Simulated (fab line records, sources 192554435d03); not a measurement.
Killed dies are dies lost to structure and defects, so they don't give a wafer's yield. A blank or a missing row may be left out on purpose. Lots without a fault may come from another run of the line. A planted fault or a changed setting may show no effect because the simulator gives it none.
fab line records | flow n5_finfet
record lots=4 wafers=12 last_day=16
route steps=1938 shown BEOL_M8@1392 BEOL_M9@1401
lots that met no fault: from a run of the same line without faults
start_h: hours from the record's first day to the start of the lot's first wafer shown | wait_h: hours since the lot's step before | " the same as in the row above | L1.1+2: a row that stands for several wafers | - no value, or no start given | * or withheld: withheld | < > ~ a bound
route shown NAME@n: a module of which the file shows steps, and the number in the route of the first | usual: mean/standard deviation of fault-free wafers | same: alike in all rows | chamber/n: place in a boat | sites: the reading at each site | _std_site: their standard deviation | _edge_site: outer sites' mean less inner sites' | radius_mm: how far each site lies from the wafer's centre | mask NAME#n: copy n | behind: the tool/chamber that last shaped the wafer | hold: why the lot was held/for how many hours/how that ended | device: the transistor (n, p or np) that didn't switch | end of line: the same wafers' tests at the end of the route | a step without rows: its recipe alone | killed: dies lost to structure and defects at the first sort, not the wafer's yield | map: a wafer's dies, x killed, . not, _ none there
set.NAME: the setting as run; set.NAME@STEP: as run at that earlier step | model.NAME: the simulator's own value behind a step, which no gauge read
lots at some steps of the route; a table a step, a row a wafer
services: from which hour (start_h, from the record's first day; less than 0 if before it) a tool's chamber was out of use, for how many hours, and why
## steps
# step N5_BEOL_M8_SPUTTER_48
# recipe material=Cu target_thk_a=100 temp_c=-20 bias_v=60 power_w=26000 chamber_pressure_pa=0.13 time_s=1.667
# step N5_BEOL_M8_ECD_50
# recipe material=Cu target_thk_a=3000
# step N5_BEOL_M8_ANNEAL_51
# recipe temp_c=225 time_s=90 ambient=N2
# step N5_BEOL_M8_CMP_52
# recipe stop_on=SiCOH_lowk t_overpolish_s=6.9 down_force_psi=1 platen_rpm=50 clearing_platen_down_force_psi=1.5 clearing_platen_rpm=50 post_cmp_clean=cu_alkaline target_thk_nm=80 clearing_platen_pad_velocity_m_s=0.99484 pad_velocity_m_s=0.99484
# step N5_BEOL_M8_PRE_CLEAN_55
# recipe gas=NH3 time_s=15 temp_c=withheld rf_power_w=300
# step N5_BEOL_M8_DEP_56
# recipe material=SiCN target_thk_a=100 temp_c=withheld precursor=3MS/NH3 pressure_torr=3 rf_w=202 time_s=17.5
# step N5_BEOL_M9_ILD_DEP_00
# recipe material=SiCOH_lowk target_thk_a=3085.1 temp_c=300 precursor=DEMS/porogen pressure_torr=5 rf_w=500 time_s=58
# step N5_BEOL_M9_CURE_71
# recipe temp_c=385 time_s=240 ambient=He/Ar material=SiCOH_lowk
# step N5_BEOL_M9_PECVD_70
# recipe material=SiO2 target_thk_a=200 temp_c=400 precursor=TEOS/O2 pressure_torr=5.5 rf_w=450 teos_flow_sccm=53.8 gas=O2 flow_sccm=3000 time_s=22.7
# usual chamber_pressure_Torr=5.500/0.012 heater_power_w=712/91 showerhead_plenum_p_Torr=8.83/0.066 throttle_valve_pct=22.0/1
# columns lot.wafer tool chamber start_h wait_h chamber_pressure_Torr heater_power_w showerhead_plenum_p_Torr throttle_valve_pct model.SiO2_of_BEOL_M9_PECVD_70.thk_nm
L550.1 pecvd-01 1 245.12 0.0 5.514 913 8.83 22.1 19.6
L550.2 " 0 " " 5.510 752 8.88 21.8 19.6
L550.6 " 2 " " 5.518 726 8.91 19.9 19.6
L558.2 pecvd-01 1 296.23 0.0 5.492 886 8.83 22.0 19.4
L558.5 " 0 " " 5.497 807 8.87 21.4 19.8
L558.6 " 2 " " 5.486 736 8.91 20.5 15.8
L557.2 pecvd-03 0 301.46 0.0 5.518 758 8.75 21.3 20.2
L557.3 " 2 " " 5.499 565 8.91 23.0 19.8
L557.6 " 1 " " 5.499 675 8.71 23.8 20.4
L561.1 pecvd-01 0 321.21 0.0 5.486 755 8.87 21.8 16.4
L561.4 " 0 " " 5.471 753 8.90 22.0 20
L561.5 " 2 " " 5.488 744 8.92 20.4 19.8
# step N5_BEOL_M9_HM_DEP_02
# recipe material=TiN target_thk_a=200 temp_c=25 chamber_pressure_pa=0.49996
# step N5_BEOL_M9_COAT_59
# recipe resist=SOC temp_c=250 time_s=60 spin_rpm=1500 resist_thk_nm=100
# step N5_BEOL_M9_COAT_60
# recipe resist=SiARC temp_c=220 time_s=60 spin_rpm=1500 resist_thk_nm=30
# step N5_BEOL_M9_COAT_05
# recipe resist=CAR-ArF spin_rpm=1500 resist_thk_nm=90
# step N5_BEOL_M9_EBR_07
# recipe solvent=PGMEA ebr_width_mm=1.5
# step N5_BEOL_M9_SOFTBAKE_06
# recipe temp_c=110 time_s=60 resist=CAR-ArF
# step N5_BEOL_M9_EXPOSE_08
# recipe mask_id=M9 na=1.35 source_shape=dipole sigma_inner=0.411 sigma_outer=0.611 polarization=te dose_mj=53.75
# step N5_BEOL_M9_PEB_09
# recipe peb_temp_c=withheld peb_time_s=60 resist=CAR-ArF
# step N5_BEOL_M9_DEVELOP_10
# recipe develop_time_s=30 developer=TMAH resist=CAR-ArF rinse_liquid=diw dry=air_spin dev_temp_c=23
# step N5_BEOL_M9_DESCUM_16
# recipe chemistry=O2 time_s=7.9 source_power_w=50 bias_power_w=20 pressure_mtorr=20 rf_frequency_hz=2.712e+07 temp_c=40 resist=CAR-ArF o2_flow_sccm=225
# step N5_BEOL_M9_ETCH_61
# recipe chemistry=CF4 target=SiARC target_depth_a=390 mask_material=CAR-ArF time_s=65 ion_energy_ev=80 pressure_mtorr=40 source_w=545 bias_w=36 Ar_flow_sccm=100 cf4_flow_sccm=100 ends=cleared
# step N5_BEOL_M9_ETCH_62
# recipe chemistry=N2/H2 target=SOC target_depth_a=1100 overetch_a=220 mask_material=SiARC temp_c=40 time_s=165 ion_energy_ev=200 pressure_mtorr=30 source_w=840 bias_w=150 n2_flow_sccm=200 h2_flow_sccm=200
# step N5_BEOL_M9_STRIP_68
# recipe chemistry=N2/H2 temp_c=40 n2_flow_sccm=200 h2_flow_sccm=200 rf_frequency_hz=6e+07
# step N5_BEOL_M9_STRIP_67
# recipe chemistry=CF4 resist=SiARC power_w=300 bias_power_w=75 pressure_mtorr=50 cf4_flow_sccm=150 rf_frequency_hz=6e+07
# step N5_BEOL_M9_HM_OPEN_17
# recipe chemistry=Cl2/BCl3 target_depth_a=200 overetch_a=60 target=TiN mask_material=SOC ion_energy_ev=150 pressure_mtorr=10 icp_w=1000 bias_w=126 Cl2_flow_sccm=53.25 bcl3_flow_sccm=21.75 Ar_flow_sccm=25
# step N5_BEOL_M9_STRIP_19
# recipe chemistry=O2 power_w=400 temp_c=40 pressure_mtorr=30 rf_frequency_hz=6e+07 bias_power_w=0 overash_fraction=0.2 o2_flow_sccm=225
# step N5_BEOL_M9_COAT_63
# recipe resist=SOC temp_c=250 time_s=60 spin_rpm=1500 resist_thk_nm=60
# step N5_BEOL_M9_COAT_64
# recipe resist=SiARC temp_c=220 time_s=60 spin_rpm=1500 resist_thk_nm=12
# step N5_BEOL_M9_COAT_75
# recipe resist=underlayer temp_c=205 time_s=60 spin_rpm=1500 resist_thk_nm=5
# step N5_BEOL_M9_COAT_22
# recipe resist=CAR-EUV spin_rpm=1500 resist_thk_nm=30
# step N5_BEOL_M9_EBR_24
# recipe solvent=PGMEA ebr_width_mm=1.5
# step N5_BEOL_M9_SOFTBAKE_23
# recipe temp_c=110 time_s=60 resist=CAR-EUV
# step N5_BEOL_M9_EXPOSE_25
# recipe mask_id=V8 na=0.33 source_shape=annular sigma_inner=0.4 sigma_outer=0.8 polarization=unpolarized dose_mj=37.25
# step N5_BEOL_M9_PEB_26
# recipe peb_temp_c=100 peb_time_s=60 resist=CAR-EUV
# step N5_BEOL_M9_DEVELOP_27
# recipe develop_time_s=30 developer=TMAH resist=CAR-EUV rinse_liquid=surfactant_rinse dry=air_spin dev_temp_c=23
# step N5_BEOL_M9_HM_STRIP_39
# recipe chemistry=peroxide_tin_strip material=TiN target_depth_a=250 temp_c=50 time_s=158
# columns lot.wafer tool chamber start_h wait_h model.SiO2_of_BEOL_M9_PECVD_70.thk_nm
L550.1+2+6 wet_bench-01 4,0,1 247.91 0.0 19.4
L558.2 wet_bench-02 7 300.50 0.0 19.2
L558.5 " 4 " " 19.6
L558.6 " 6 " " 15.6
L557.2 wet_bench-05 2 305.22 0.0 20
L557.3 " 0 " " 19.6
L557.6 " 7 " " 20.2
L561.1 wet_bench-05 3 327.14 0.0 16.2
L561.4 " 6 " " 20
L561.5 " 0 " " 19.6
# step N5_BEOL_M9_CMP_52
# recipe stop_on=SiCOH_lowk t_overpolish_s=7 down_force_psi=1 platen_rpm=50 clearing_platen_down_force_psi=1.5 clearing_platen_rpm=50 post_cmp_clean=cu_alkaline target_thk_nm=140 clearing_platen_pad_velocity_m_s=0.99484 pad_velocity_m_s=0.99484
# usual barrier_field_endpoint_s=29.0/0.68 motor_current_A=5.9/0.46
# columns lot.wafer tool chamber start_h wait_h barrier_field_endpoint_s motor_current_A
L550.1 cmp-02 1 250.18 0.3 28.2 6.2
L550.2 " 2 " " 27.9 6.1
L550.6 " 1 " " 28.0 6.2
L558.2 cmp-02 2 302.65 0.3 27.9 6.2
L558.5 " 0 " " 28.6 6.2
L558.6 " 1 " " 23.8 5.9
L557.3 cmp-04 0 307.41 0.2 29.5 5.9
L557.2 " 1 " " 29.1 5.5
L557.6 " 3 " " 27.7 5.4
L561.4 cmp-02 0 329.29 0.2 29.4 6.1
L561.1 " 1 " " 24.6 6.1
L561.5 " 2 " " 29.5 6.3
## services
# columns tool chamber start_h hours kind
pecvd-03 0 227.38 25.5 repair
pecvd-01 0 239.72 2.1 scheduled_down
cmp-04 - 252.53 18.1 pm
pecvd-01 - 262.81 2.8 pm
pecvd-03 0 292.95 5.5 scheduled_down
cmp-02 - 305.22 4.0 pm
cmp-02 - 309.22 - consumable_replace:conditioner
cmp-02 - 309.22 - consumable_replace:pad
cmp-02 - 320.54 8.6 pm
pecvd-03 1 321.47 16.8 repair
## key
first_sign step=N5_BEOL_M9_CMP_52 reading=barrier_field_endpoint_s direction=down sigmas=7.1 usual=29.0 struck=24.2
effect none on later readings
model_effect step=N5_BEOL_M9_PECVD_70 value=SiO2_of_BEOL_M9_PECVD_70.thk_nm without=19.6 struck=16.1
model_effect step=N5_BEOL_M9_HM_STRIP_39 value=SiO2_of_BEOL_M9_PECVD_70.thk_nm without=19.4 struck=15.9
met_at N5_BEOL_M9_PECVD_70
struck_wafers L558.6,L561.1
onset_between 245.12 296.23
fault kind=process_parameter_drift tool=pecvd-01 chamber=- onset_h=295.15 steps=N5_BEOL_M9_PECVD_70 channel=time_s offset=* shape=step end_h=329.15 scope=struck_wafers_only acts_in=* stated=*
